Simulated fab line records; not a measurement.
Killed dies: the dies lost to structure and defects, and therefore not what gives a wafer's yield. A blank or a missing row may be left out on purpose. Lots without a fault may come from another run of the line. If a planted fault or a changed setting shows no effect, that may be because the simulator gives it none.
fab line records	flow n5-finfet
record: lots: 10	wafers: 27	last-day: 18
route steps=1938 shown BEOL_M0_SAQP@658 BEOL_M4@1111 PASSIVATION@1936
lots with no fault: from the same line, run without faults
start-h: hours from the record's opening day to when the first of the lot's shown wafers began	wait-h: how many hours have passed since the lot's step before this one	" unchanged from the row above	L1.1+2: several wafers, shown together as one row	- no value present, or no start provided	* or withheld: withheld	< > ~ a bound
route shown NAME@n: NAME is a module with steps in the file, n the number in the route of the first one	usual: mean and standard deviation over wafers with no fault	same: alike in all rows	chamber/n: place in a boat	sites: the reading at each site	_std_site: the values' standard deviation	_edge_site: mean of outer sites minus mean of inner sites	radius-mm: how far each site lies from the wafer's centre	mask NAME#n: copy n	behind: tool/chamber where the wafer was last shaped	hold: why the lot went on hold/how many hours it stayed there/how the hold came to an end	device: the n, p or np transistor that did not switch	end of line: tests of these same wafers at the route's end	a step with no rows: only its recipe	killed: count of dies lost to structure and defects at first sort (not the wafer's yield)	map: shows each die of a wafer: x if killed, . if not, _ if none is there
set.NAME: setting as actually run; set.NAME@STEP: the setting as run at that earlier step	model.NAME: the simulator's own value behind a step, which no gauge read
one table for each step of the route and one row for each wafer, over a sample of lots
services: the hour from which a tool's chamber was out of use, counted from the record's first day as start-h (under 0 if before that day), plus the number of hours and why
== steps ==
step: N5_BEOL_M0_SAQP_MANDREL_ETCH_20
recipe: target-depth-a: 600	chemistry: HBr/Cl2	target: a-Si	stop-on: SiNx	bt-time-s: 10	mask-material: SOC	over-etch-frac: 0.5	time-s: 30	pressure-mtorr: 10	icp-w: 800	bias-w: 75	HBr_flow_sccm: 150	Cl2_flow_sccm: 80	ends: end-point
usual: drypump-motor-current-A: 5.6/0.41	oes-product-au: 0.774/0.015	throttle-valve-pct: 35.4/0.36
lot.wafer	tool	chamber	start-h	wait-h	drypump-motor-current-A	oes-product-au	rf-hours-counter-h	throttle-valve-pct
L559.1	rie-si-06	2	146.67	0.0	5.0	0.754	115	35.5
L559.2	"	3	"	"	5.4	0.764	77	35.4
L559.5	"	2	"	"	5.0	0.779	-	35.4
L562.1	rie-si-01	0	147.13	0.0	5.8	0.783	107	35.2
L562.3	"	2	"	"	5.7	0.775	172	35.3
L562.5	"	0	"	"	5.8	0.786	-	35.2
L565.1	rie-si-06	2	151.82	0.0	5.0	0.764	116	35.5
L565.4	"	1	"	"	5.7	0.751	5	35.9
L565.5	"	3	"	"	5.4	0.759	-	35.4
L572.1	rie-si-06	1	203.31	0.0	5.7	0.759	6	35.9
L572.3	"	2	"	"	5.0	0.767	117	35.5
L572.5	"	1	"	"	5.7	0.750	-	35.9
L574.1	rie-si-06	1	212.86	0.0	5.7	0.754	6	35.9
L574.5	"	0	"	"	5.5	0.773	-	34.6
L576.2	rie-si-01	3	225.01	0.0	5.7	0.763	143	35.7
L576.6	"	3	"	"	5.7	0.772	-	35.7
L577.2	rie-si-06	0	231.04	0.0	5.5	0.776	54	34.6
L577.4	"	1	"	"	5.7	0.755	6	35.9
L578.4	rie-si-06	3	237.18	0.0	5.4	0.757	79	35.4
L578.5	"	0	"	"	5.5	0.771	-	34.6
L578.6	"	3	"	"	5.5	0.769	-	35.4
L579.1	rie-si-02	0	241.71	0.0	5.3	0.762	37	35.3
L579.3	"	2	"	"	6.4	0.770	14	35.5
L579.5	"	0	"	"	5.3	0.781	-	35.3
L580.2	rie-si-02	1	246.52	0.0	5.4	0.790	54	35.3
L580.3	"	2	"	"	6.4	0.786	14	35.5
L580.6	"	2	"	"	6.4	0.791	-	35.5
step: N5_BEOL_M0_SAQP_STRIP_86
recipe: chemistry: N2/H2	power-w: 500	temp-c: 40	pressure-mtorr: 50	rf-frequency-hz: 6e+07	overash-fraction: 0.3	bias-power-w: 28	h2-frac: 0.5	n2-flow-sccm: 300	h2-flow-sccm: 300
usual: drypump-motor-current-A: 5.6/0.31	oes-product-au: 0.75/0.095	rf-vpp-V: 121.9/1.4	showerhead-plenum-p-Torr: 3.37/0.11	throttle-valve-pct: 18.92/0.27
lot.wafer	tool	chamber	start-h	wait-h	drypump-motor-current-A	oes-product-au	rf-hours-counter-h	rf-vpp-V	showerhead-plenum-p-Torr	throttle-valve-pct
L559.1	rie-diel-02	0	146.77	0.1	5.3	0.73	177	120.6	3.22	18.84
L559.2	"	2	"	"	5.7	0.67	227	123.1	3.47	19.41
L559.5	"	2	"	"	5.7	0.68	-	123.7	3.47	19.38
L562.1	rie-diel-02	1	147.40	0.2	5.9	0.69	223	121.3	3.47	18.81
L562.3	"	3	"	"	5.5	0.66	247	121.5	3.30	19.23
L562.5	"	3	"	"	5.5	0.67	-	119.6	3.30	19.21
L565.1	rie-diel-05	2	151.92	0.1	5.9	0.73	147	124.8	3.35	18.43
L565.4	"	1	"	"	5.1	0.87	-	122.7	3.42	18.75
L565.5	"	0	"	"	5.3	0.73	-	120.6	3.34	18.60
L572.1	rie-diel-02	1	203.40	0.1	5.9	0.67	243	122.5	3.46	18.84
L572.3	"	2	"	"	5.7	0.67	249	119.7	3.46	19.43
L572.5	"	1	"	"	5.8	0.67	-	121.9	3.46	18.86
L574.1	rie-diel-05	0	212.96	0.1	5.4	0.72	181	121.8	3.33	18.62
L574.5	"	3	"	"	6.3	0.94	-	123.2	3.59	19.02
L576.2	rie-diel-02	1	225.11	0.1	5.8	0.66	249	122.7	3.46	18.88
L576.6	"	3	"	"	5.5	0.95	-	120.4	3.29	18.84
L577.2	rie-diel-04	1	231.14	0.1	5.9	0.73	184	124.2	3.50	19.00
L577.4	"	0	"	"	5.7	0.71	198	120.0	3.32	18.92
L578.4	rie-diel-05	3	237.28	0.1	6.3	0.92	15	121.7	3.58	19.01
L578.5	"	3	"	"	6.3	0.92	-	119.4	3.58	19.02
L578.6	"	0	"	"	5.3	0.71	-	122.0	3.32	18.62
L579.1	rie-diel-04	0	241.81	0.1	5.7	0.70	201	121.2	3.31	18.91
L579.3	"	1	"	"	6.0	0.73	186	123.5	3.50	19.02
L579.5	"	3	"	"	5.5	0.69	-	121.1	3.18	19.21
L580.2	rie-diel-02	3	246.62	0.1	5.5	0.93	11	122.0	3.29	18.89
L580.3	"	2	"	"	5.7	0.94	5	121.6	3.45	19.01
L580.6	"	2	"	"	5.7	0.94	-	121.5	3.45	19.00
step: N5_BEOL_M0_SAQP_RECESS_104
recipe: chemistry: HF/NH3	target: SiO2	target-depth-a: 180	afs-cycles: 3	temp-c: 30	sublimation-temp-c: 180	sublimation-time-s: 60
usual: drypump-motor-current-A: 6.15/0.29
lot.wafer	tool	chamber	start-h	wait-h	drypump-motor-current-A
L559.1	vapor-etch-01	1	148.77	0.3	6.55
L559.2	"	0	"	"	5.89
L559.5	"	0	"	"	5.89
L562.1	vapor-etch-01	1	150.87	1.5	6.56
L562.3	"	0	"	"	5.89
L562.5	"	1	"	"	6.53
L565.1	vapor-etch-02	0	155.20	0.1	5.92
L565.4	"	0	"	"	5.96
L565.5	"	0	"	"	5.91
L572.1	vapor-etch-02	1	206.31	0.1	6.14
L572.3	"	1	"	"	6.15
L572.5	"	0	"	"	5.99
L574.1	vapor-etch-01	0	214.41	0.1	5.88
L574.5	"	0	"	"	5.89
L576.2	vapor-etch-01	0	226.56	0.1	5.87
L576.6	"	0	"	"	5.88
L577.2	vapor-etch-01	0	232.59	0.1	5.88
L577.4	"	1	"	"	6.55
L578.4	vapor-etch-01	1	238.84	0.2	6.57
L578.5	"	1	"	"	6.56
L578.6	"	0	"	"	5.88
L579.1	vapor-etch-02	1	243.26	0.1	6.12
L579.3	"	1	"	"	6.13
L579.5	"	1	"	"	6.12
L580.2	vapor-etch-02	1	249.07	0.1	6.10
L580.3	"	1	"	"	6.11
L580.6	"	0	"	"	5.91
step: N5_BEOL_M0_SAQP_SPACER2_ALD_26
recipe: material: SiO2	target-thk-a: 150	temp-c: 300	ald-precursor-family: BDEAS	ald-co-reactant: O2-plasma	pulse-time-s: 1	purge-time-s: 2	co-reactant-purge-time-s: 2	pressure-torr: 2
usual: heater-power-w: 468/42	precursor-pulse-height-rel: 1.000/0.018
lot.wafer	tool	chamber	start-h	wait-h	heater-power-w	precursor-pulse-height-rel
L559.1	ald-sin-02	3	152.25	1.4	446	1.037
L559.2	"	2	"	"	482	0.994
L559.5	"	1	"	"	495	0.996
L562.1	ald-sin-02	2	153.30	1.7	487	0.984
L562.3	"	1	"	"	517	1.003
L562.5	"	0	"	"	435	0.991
L565.1	ald-sin-02	1	156.24	0.3	497	0.994
L565.4	"	0	"	"	430	1.019
L565.5	"	3	"	"	439	0.996
L572.1	ald-sin-01	0	207.06	0.1	458	0.991
L572.3	"	3	"	"	567	1.013
L572.5	"	2	"	"	463	0.958
L574.1	ald-sin-04	1	215.39	0.3	412	0.989
L574.5	"	3	"	"	481	1.000
L576.2	ald-sin-01	2	227.37	0.2	455	0.960
L576.6	"	3	"	"	567	1.045
L577.2	ald-sin-01	1	234.09	0.7	476	1.008
L577.4	"	0	"	"	465	0.992
L578.4	ald-sin-02	2	239.48	0.1	484	1.007
L578.5	"	3	"	"	451	1.035
L578.6	"	0	"	"	446	1.014
L579.1	ald-sin-02	3	244.01	0.1	454	1.029
L579.3	"	2	"	"	486	0.997
L579.5	"	0	"	"	433	1.002
L580.2	ald-sin-01	2	249.82	0.1	449	1.008
L580.3	"	0	"	"	464	1.003
L580.6	"	3	"	"	551	0.985
step: N5_BEOL_M0_SAQP_CD_MEAS_29
recipe: target-cd-nm: 14.4	landing-energy-ev: 1000	detector: se-inlens
usual: cd-nm: 15.03/0.22
lot.wafer	tool	chamber	start-h	wait-h	cd-nm
L559.1	cd-sem-02	0	153.09	0.1	15.22
L559.2	"	0	"	"	14.48
L559.5	"	0	"	"	15.06
L562.1	cd-sem-03	0	154.17	0.1	14.91
L562.3	"	0	"	"	14.76
L562.5	"	0	"	"	23.09
L565.1	cd-sem-03	0	157.12	0.1	14.96
L565.4	"	0	"	"	22.26
L565.5	"	0	"	"	14.75
L572.1	cd-sem-01	0	207.81	0.1	14.89
L572.3	"	0	"	"	14.84
L572.5	"	0	"	"	15.31
L574.1	cd-sem-01	0	216.14	0.1	15.06
L574.5	"	0	"	"	14.78
L576.2	cd-sem-02	0	228.11	0.1	15.06
L576.6	"	0	"	"	14.97
L577.2	cd-sem-01	0	234.84	0.1	15.38
L577.4	"	0	"	"	15.06
L578.4	cd-sem-01	0	240.23	0.1	14.85
L578.5	"	0	"	"	15.03
L578.6	"	0	"	"	14.52
L579.1	cd-sem-01	0	244.76	0.1	15.39
L579.3	"	0	"	"	15.27
L579.5	"	0	"	"	15.19
L580.2	cd-sem-01	0	250.57	0.1	15.08
L580.3	"	0	"	"	14.81
L580.6	"	0	"	"	15.01
step: N5_BEOL_M4_RC_MEAS_101
usual: DIBL_N: 35.6/1.7	DIBL_P: 35.0/2	IOFF_N: 0.148/0.027	IOFF_P: 0.19/0.032	ION_N: 671/14	ION_P: 460/9.1	SS_N: 71.3/0.62	SS_P: 73.0/0.64	VT_N: 251/3.2	VT_P: -251.5/2.9
lot.wafer	tool	chamber	start-h	wait-h	DIBL_N[mV/V]	DIBL_P[mV/V]	IOFF_N[nA/um]	IOFF_P[nA/um]	ION_N[uA/um]	ION_P[uA/um]	SS_N[mV/dec]	SS_P[mV/dec]	VT_N[mV]	VT_P[mV]
L559.1	prober-01	0	205.35	0.0	33.6	31.9	0.105	0.15	636	438	70.7	72.2	258	-257.1
L559.2	"	0	"	"	34.8	34.4	0.125	0.18	660	452	70.5	73.2	251	-251.7
L559.5	"	0	"	"	35.2	33.7	0.122	0.17	650	452	70.6	72.0	254	-253.8
L562.1	prober-02	0	206.69	0.0	35.8	35.7	0.130	0.19	668	468	71.9	73.4	254	-254.1
L562.3	"	0	"	"	36.6	36.2	0.139	0.19	668	458	72.6	73.5	254	-254.3
L565.1	prober-02	0	217.39	0.0	35.7	34.8	0.150	0.21	679	469	71.5	72.9	251	-249.0
L565.5	"	0	"	"	35.4	35.7	0.155	0.22	680	465	71.7	72.7	249	-250.6
L572.1	prober-01	0	280.14	0.0	36.7	34.2	0.161	0.21	658	451	72.0	73.1	252	-249.6
L572.3	"	0	"	"	33.8	31.8	0.117	0.17	660	452	71.2	72.4	252	-252.6
L572.5	"	0	"	"	33.4	31.3	0.114	0.16	639	447	70.4	72.5	253	-253.5
L574.1	prober-02	0	298.58	0.0	35.0	32.2	0.118	0.14	656	448	70.8	72.2	253	-256.9
L574.5	"	0	"	"	35.3	33.1	0.121	0.15	657	449	71.0	72.8	255	-253.0
L576.2	prober-01	0	300.09	0.2	36.7	34.2	0.147	0.18	655	454	71.5	72.7	252	-250.2
L576.6	"	0	"	"	35.3	34.1	0.133	0.18	682	476	70.5	72.9	252	-251.4
L577.2	prober-02	0	305.38	0.2	35.5	34.2	0.119	0.18	662	458	70.5	72.3	253	-251.4
L577.4	"	0	"	"	40.2	40.5	0.222	0.30	692	475	72.3	73.4	247	-244.4
L578.4	prober-02	0	308.85	0.5	34.3	32.5	0.125	0.17	661	453	71.1	72.1	250	-253.9
L578.5	"	0	"	"	36.1	34.7	0.166	0.21	677	458	71.4	72.9	245	-248.5
L578.6	"	0	"	"	33.4	31.5	0.114	0.16	662	460	70.9	71.8	254	-254.1
L580.2	prober-02	0	321.94	0.2	37.7	37.6	0.200	0.22	701	468	71.8	74.1	246	-253.1
L580.3	"	0	"	"	35.9	35.5	0.155	0.19	679	458	71.2	73.3	249	-251.3
L580.6	"	0	"	"	36.3	36.0	0.166	0.20	681	456	71.3	73.6	245	-250.3
L579.1	prober-01	0	322.01	0.0	37.0	37.4	0.156	0.22	677	472	71.3	73.3	250	-251.2
L579.3	"	0	"	"	36.2	35.8	0.144	0.18	680	464	71.2	72.3	251	-253.6
L579.5	"	0	"	"	34.6	33.7	0.120	0.16	668	462	69.9	72.6	254	-252.9
step: N5_PASSIVATION_PROBE_49
usual: defect-limited-yield: 91.2/1.6	killed_at_M0_to_M3: 35/11	killed_at_M4_up: 14/5.4	killed-at-contacts: 13/6	killed-at-front-end: 38/11	killed-at-other: 3.4/2.6	killed-dies: 104/19	killed-on-rim: 13/3.9	killed-open: 68/13	killed-short: 34/8.5	sort_bin_5_function: 5.1/1	sort_bin_6_memory: 3.3/0.72	sort_bin_8_speed: 0.1/0.9	sort-n-pass: 1075/22	sort-yield-pct: 91.1/1.9
same: gross-dies: 1180	killed-at-back-side: 0	sort_bin_4_leakage[%]: 0
lot.wafer	tool	chamber	start-h	wait-h	defect-limited-yield[%]	killed_at_M0_to_M3	killed_at_M4_up	killed-at-contacts	killed-at-front-end	killed-at-other	killed-dies	killed-on-rim	killed-open	killed-short	sort_bin_5_function[%]	sort_bin_6_memory[%]	sort_bin_8_speed[%]	sort-n-pass	sort-yield-pct[%]
L562.1	prober-01	-	321.35	0.0	89.4	48	17	15	42	3	125	18	85	36	6.8	3.1	0	1055	89.4
L562.3	prober-01	-	321.45	0.1	91.4	41	14	9	38	0	102	14	74	28	4.8	3.6	0	1078	91.4
L562.5	prober-01	-	321.55	0.2	0	1102	21	7	46	4	1180	152	80	31	96.6	3.3	0	0	0
L565.1	prober-01	-	331.49	0.0	91.0	34	12	18	41	1	106	21	67	30	5.4	2.6	0	1074	91.0
L565.4	prober-01	-	331.64	0.2	0	1117	13	11	36	3	1180	152	60	26	96.5	3.1	0	0	0
L565.5	prober-01	-	331.69	0.2	91.1	39	9	17	36	4	105	11	63	41	5.8	2.7	0	1075	91.1
L572.1	prober-02	-	389.38	0.0	89.8	34	14	17	45	10	120	8	80	40	6.0	3.9	0	1060	89.8
L572.3	prober-02	-	389.48	0.1	89.7	42	13	5	56	5	121	14	90	31	6.0	4.0	0	1059	89.7
L572.5	prober-02	-	389.58	0.2	90.2	24	20	26	42	4	116	9	80	32	5.8	3.6	0.1	1063	90.1
L577.2	prober-01	-	409.02	0.1	88.1	31	22	20	67	0	140	18	94	43	7.4	4.0	0	1040	88.1
L577.4	prober-01	-	409.12	0.2	90.8	37	15	16	39	1	108	16	69	37	5.3	3.6	0	1072	90.8
L574.1	prober-01	-	410.23	0.0	90.1	22	11	26	53	5	117	18	69	41	4.9	4.2	0	1063	90.1
L574.5	prober-01	-	410.43	0.2	92.0	34	12	14	31	3	94	16	63	31	4.7	3.0	0	1086	92.0
L576.2	prober-01	-	414.94	0.1	88.6	34	25	10	62	4	135	12	88	39	7.1	3.4	0	1045	88.6
L576.6	prober-01	-	415.14	0.3	90.3	34	22	12	42	5	115	13	80	35	5.8	3.3	0	1065	90.3
L579.1	prober-01	-	436.53	0.0	91.6	23	20	3	50	3	99	20	71	27	4.4	3.4	0	1081	91.6
L579.3	prober-01	-	436.63	0.1	91.5	36	19	12	33	0	100	11	73	26	5.3	3.0	0	1080	91.5
L579.5	prober-01	-	436.73	0.2	92.3	18	11	10	52	0	91	8	64	27	4.3	3.2	0	1089	92.3
killed by level:class
L562.1 BEOL_M2:geometric-particle:open=14 MOL_CONTACT_COAG:geometric-particle:open=11 FIN_SAQP:geometric-particle:open=8 BEOL_M1:geometric-particle:open=8 BEOL_M4:geometric-particle:open=7 BEOL_M0_SAQP:geometric-particle:open=6 STI_FIN_REVEAL:geometric-particle:open=6 BEOL_M0:geometric-particle:open=6
L562.3 BEOL_M0_SAQP:geometric-particle:open=10 STI_FIN_REVEAL:geometric-particle:open=8 FIN_SAQP:geometric-particle:open=7 MOL_CONTACT_COAG:geometric-particle:open=7 BEOL_M0_SAQP:geometric-particle:short=7 BEOL_M2:geometric-particle:open=7 BEOL_M0:geometric-particle:open=7 BEOL_M4:geometric-particle:open=7
L562.5 BEOL_M0_SAQP:area-ald=1065 STI_FIN_REVEAL:geometric-particle:open=12 BEOL_M4:geometric-particle:open=10 BEOL_M1:geometric-particle:open=9 MOL_CONTACT_COAG:geometric-particle:open=7 BEOL_M3:geometric-particle:open=6 FIN_SAQP:geometric-particle:open=5 BEOL_M0_SAQP:geometric-particle:open=5
L565.1 MOL_CONTACT_COAG:geometric-particle:open=15 BEOL_M2:geometric-particle:open=9 FIN_SAQP:geometric-particle:open=7 FIN_SAQP:geometric-particle:short=7 BEOL_M3:geometric-particle:open=7 BEOL_M1:geometric-particle:open=6 STI_FIN_REVEAL:geometric-particle:open=5 HKMG_FIN:area-etch=5
L565.4 BEOL_M0_SAQP:area-ald=1092 FIN_SAQP:geometric-particle:open=11 MOL_CONTACT_COAG:geometric-particle:open=10 BEOL_M3:geometric-particle:open=7 BEOL_M2:geometric-particle:open=6 FIN_SAQP:geometric-particle:short=4 BEOL_M1:geometric-particle:open=4 BEOL_M3:geometric-particle:short=4
L565.5 MOL_CONTACT_COAG:geometric-particle:open=15 BEOL_M2:geometric-particle:open=9 BEOL_M3:geometric-particle:short=8 BEOL_M3:geometric-particle:open=7 FIN_SAQP:geometric-particle:open=5 GATE_CUT:geometric-particle:short=5 BEOL_M2:geometric-particle:short=5 FIN_SAQP:geometric-particle:short=4
L572.1 MOL_CONTACT_COAG:geometric-particle:open=15 FIN_SAQP:geometric-particle:open=14 BEOL_M2:geometric-particle:open=10 BEOL_M4:geometric-particle:open=7 STI_FIN_REVEAL:geometric-particle:open=6 BEOL_M1:geometric-particle:open=6 FIN_SAQP:geometric-particle:short=5 STARTING-WAFER:geometric-particle:short=5
L572.3 STI_FIN_REVEAL:geometric-particle:open=19 BEOL_M2:geometric-particle:open=12 GATE_CUT:geometric-particle:short=9 BEOL_M0_SAQP:geometric-particle:open=7 BEOL_M0:geometric-particle:open=6 BEOL_M0_SAQP:geometric-particle:short=5 BEOL_M4:geometric-particle:open=5 STARTING-WAFER:geometric-particle:open=5
L572.5 MOL_CONTACT_COAG:geometric-particle:open=21 BEOL_M4:geometric-particle:open=11 STI_FIN_REVEAL:geometric-particle:open=9 BEOL_M2:geometric-particle:open=9 FIN_SAQP:geometric-particle:short=6 DUMMY_GATE:geometric-particle:open=6 GATE_CUT:geometric-particle:short=5 MOL_CONTACT_COAG:geometric-particle:short=5
L577.2 STI_FIN_REVEAL:geometric-particle:open=20 MOL_CONTACT_COAG:geometric-particle:open=16 FIN_SAQP:geometric-particle:short=14 BEOL_M4:geometric-particle:open=14 BEOL_M3:geometric-particle:open=9 FIN_SAQP:geometric-particle:open=8 STI_FIN_REVEAL:geometric-particle:short=5 BEOL_M0_SAQP:geometric-particle:short=5
L577.4 MOL_CONTACT_COAG:geometric-particle:open=15 BEOL_M3:geometric-particle:open=13 BEOL_M0_SAQP:geometric-particle:open=9 BEOL_M0_SAQP:geometric-particle:short=9 FIN_SAQP:geometric-particle:short=8 STI_FIN_REVEAL:geometric-particle:open=6 FIN_SAQP:geometric-particle:open=6 STI_FIN_REVEAL:geometric-particle:short=4
L574.1 MOL_CONTACT_COAG:geometric-particle:open=22 STI_FIN_REVEAL:geometric-particle:open=13 FIN_SAQP:geometric-particle:short=8 STI_FIN_REVEAL:geometric-particle:short=7 BEOL_M0_SAQP:geometric-particle:open=7 GATE_CUT:geometric-particle:short=6 HKMG_FIN:area-etch=6 BEOL_M2:geometric-particle:open=5
L574.5 BEOL_M0_SAQP:geometric-particle:open=14 MOL_CONTACT_COAG:geometric-particle:open=11 FIN_SAQP:geometric-particle:open=7 GATE_CUT:geometric-particle:short=7 BEOL_M0_SAQP:geometric-particle:short=6 FIN_SAQP:geometric-particle:short=5 BEOL_M2:geometric-particle:open=5 BEOL_M3:geometric-particle:open=5
L576.2 FIN_SAQP:geometric-particle:open=16 FIN_SAQP:geometric-particle:short=12 MOL_CONTACT_COAG:geometric-particle:open=10 BEOL_M0_SAQP:geometric-particle:open=10 BEOL_M0_SAQP:geometric-particle:short=9 BEOL_M4:geometric-particle:open=9 HKMG_FIN:area-etch=8 STI_FIN_REVEAL:geometric-particle:open=7
L576.6 MOL_CONTACT_COAG:geometric-particle:open=12 BEOL_M4:geometric-particle:open=11 FIN_SAQP:geometric-particle:short=10 FIN_SAQP:geometric-particle:open=7 STI_FIN_REVEAL:geometric-particle:open=7 BEOL_M0_SAQP:geometric-particle:open=7 BEOL_M0_SAQP:geometric-particle:short=6 BEOL_M1:geometric-particle:open=6
L579.1 STI_FIN_REVEAL:geometric-particle:open=19 BEOL_M4:geometric-particle:open=10 FIN_SAQP:geometric-particle:open=8 BEOL_M1:geometric-particle:open=8 FIN_SAQP:geometric-particle:short=5 GATE_CUT:geometric-particle:short=5 BEOL_M0:geometric-particle:open=5 STARTING-WAFER:geometric-particle:short=4
L579.3 BEOL_M3:geometric-particle:open=12 MOL_CONTACT_COAG:geometric-particle:open=11 BEOL_M4:geometric-particle:open=9 STI_FIN_REVEAL:geometric-particle:open=7 BEOL_M2:geometric-particle:open=7 GATE_CUT:geometric-particle:short=5 BEOL_M0_SAQP:geometric-particle:short=5 BEOL_M0_SAQP:geometric-particle:open=5
L579.5 STI_FIN_REVEAL:geometric-particle:open=13 FIN_SAQP:geometric-particle:open=9 FIN_SAQP:geometric-particle:short=8 BEOL_M1:geometric-particle:open=8 BEOL_M4:geometric-particle:open=8 MOL_CONTACT_COAG:geometric-particle:open=6 BEOL_M3:geometric-particle:open=5 GATE_CUT:geometric-particle:open=4
== services ==
tool	chamber	start-h	hours	kind
rie-diel-04	3	129.24	4.7	repair
rie-diel-05	3	129.79	4.6	repair
rie-diel-05	3	150.30	-	clean
rie-diel-02	3	158.29	9.1	repair
ald-sin-04	-	176.75	14.0	pm
rie-diel-02	3	186.90	-	clean
rie-diel-02	3	186.90	-	consumable-replace:focus-ring
rie-diel-02	3	186.90	19.3	scheduled-down
rie-diel-02	3	186.90	19.3	vent-cycle
rie-diel-02	1	189.70	2.6	repair
rie-diel-02	2	206.43	-	clean
rie-diel-02	2	206.43	-	consumable-replace:focus-ring
rie-diel-02	2	206.43	20.5	scheduled-down
rie-diel-02	2	206.43	20.5	vent-cycle
rie-diel-04	0	207.73	1.7	repair
ald-sin-02	3	223.43	9.2	repair
rie-si-01	3	227.14	13.8	repair
rie-diel-02	1	228.55	-	clean
rie-diel-02	1	228.55	-	consumable-replace:focus-ring
rie-diel-02	1	228.55	24.3	scheduled-down
rie-diel-02	1	228.55	24.3	vent-cycle
rie-diel-04	2	240.24	10.5	repair
rie-si-02	-	243.53	2.8	pm
ald-sin-04	-	247.26	2.8	pm
== key ==
first-sign: step: N5_BEOL_M0_SAQP_CD_MEAS_29	reading: cd-nm	direction: up	sigmas: 35	usual: 15.03	struck: 22.68
effect: step: N5_PASSIVATION_PROBE_49	reading: killed_at_M0_to_M3	direction: up	sigmas: 99+	usual: 35	struck: 1110
more-kills-born-at: N5_BEOL_M0_SAQP_SPACER2_ALD_26@ald-sin-02: 2157
met-at N5_BEOL_M0_SAQP_SPACER2_ALD_26
struck-lots L562,L565
struck-wafers L562.5,L565.4
later-rows-left-out L562.5,L565.4
not-acting-at N5_BEOL_M0_SAQP_MANDREL_ETCH_20,N5_BEOL_M0_SAQP_STRIP_86,N5_BEOL_M0_SAQP_RECESS_104
fault: kind: process-parameter-drift	tool: ald-sin-02	chamber: 0	onset-h: 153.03	steps: N5_BEOL_M0_SAQP_SPACER2_ALD_26	channel: target-thk-a	offset: *	shape: step	end-h: 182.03	acts-in: *	stated: *
later-rows-left-out: the simulator's readings of these wafers behind a module that went badly wrong aren't trusted and aren't shown, but for the sort
